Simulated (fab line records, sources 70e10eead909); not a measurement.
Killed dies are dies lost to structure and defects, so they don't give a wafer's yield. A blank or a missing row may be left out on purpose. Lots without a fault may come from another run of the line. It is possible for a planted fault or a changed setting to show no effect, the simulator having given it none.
Matching of chambers    flow nand_harc    4 sister chambers for NHARC_A_CHANNEL_FILL_D1_ALD_14 on ald_hk-01
The step deposits SiO2, target thk 2.5 nm, pulse time 10 s, ald cycles 25. 16 wafers are shown with their chamber, then 8 later ones without.

## EACH WAFER AND ITS CHAMBER
wafer   chamber  heater_power_w (W)  precursor_pulse_height_rel
L310.2  3        491                 1.002
L310.4  2        441                 1.000
L310.5  2        441                 0.997
L325.1  3        470                 1.010
L325.2  0        501                 0.985
L325.5  2        439                 1.014
L326.2  1        496                 0.997
L326.3  3        461                 0.969
L326.4  2        435                 0.988
L327.1  0        528                 0.987
L327.2  3        457                 0.993
L327.6  0        520                 1.007
L328.1  3        458                 1.023
L328.3  1        481                 1.010
L328.5  3        452                 1.008
L332.1  0        529                 0.989

SIGNATURES (averages over the wafers above)
reading                     chamber 0  chamber 1  chamber 2  chamber 3  scatter within a chamber
heater_power_w              519.50     488.50     439.00     464.83     11.7
precursor_pulse_height_rel  0.99200    1.00350    0.99975    1.00083    0.0143
Rule: for each reading, subtract the chamber's mean from the wafer's reading, divide by that reading's scatter and square the result; add these up over the readings and take the root, which gives the wafer's distance from the chamber. If the next closest chamber is less than 2 further off than the closest, the wafer can't be placed; otherwise it belongs to the closest. The scatter: the root of (the sum of the squares of (reading less its chamber's mean) over the shown wafers, divided by (wafers less chambers)).

## WAFERS WITH NO CHAMBER GIVEN
wafer   heater_power_w (W)  precursor_pulse_height_rel
L332.3  442                 0.996
L332.4  446                 0.992
L331.2  458                 1.016
L331.4  424                 0.988
L331.5  520                 1.015
L333.3  489                 0.993
L333.4  449                 0.991
L333.6  460                 1.029

## THE CHAMBER EACH PASSED THROUGH
wafer   from the rows above           in truth
L332.3  can't be placed: 2 or 3       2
L332.4  can't be placed: 2 or 3       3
L331.2  can't be placed: 3 or 2 or 1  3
L331.4  2                             2
L331.5  can't be placed: 0 or 1       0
L333.3  can't be placed: 1 or 3 or 0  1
L333.4  can't be placed: 2 or 3       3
L333.6  can't be placed: 3 or 2 or 1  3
Correct placement for 1 of the 8. Not placeable from these rows: 7 (in 7, the candidates include the true chamber). Wrongly placed: 0.
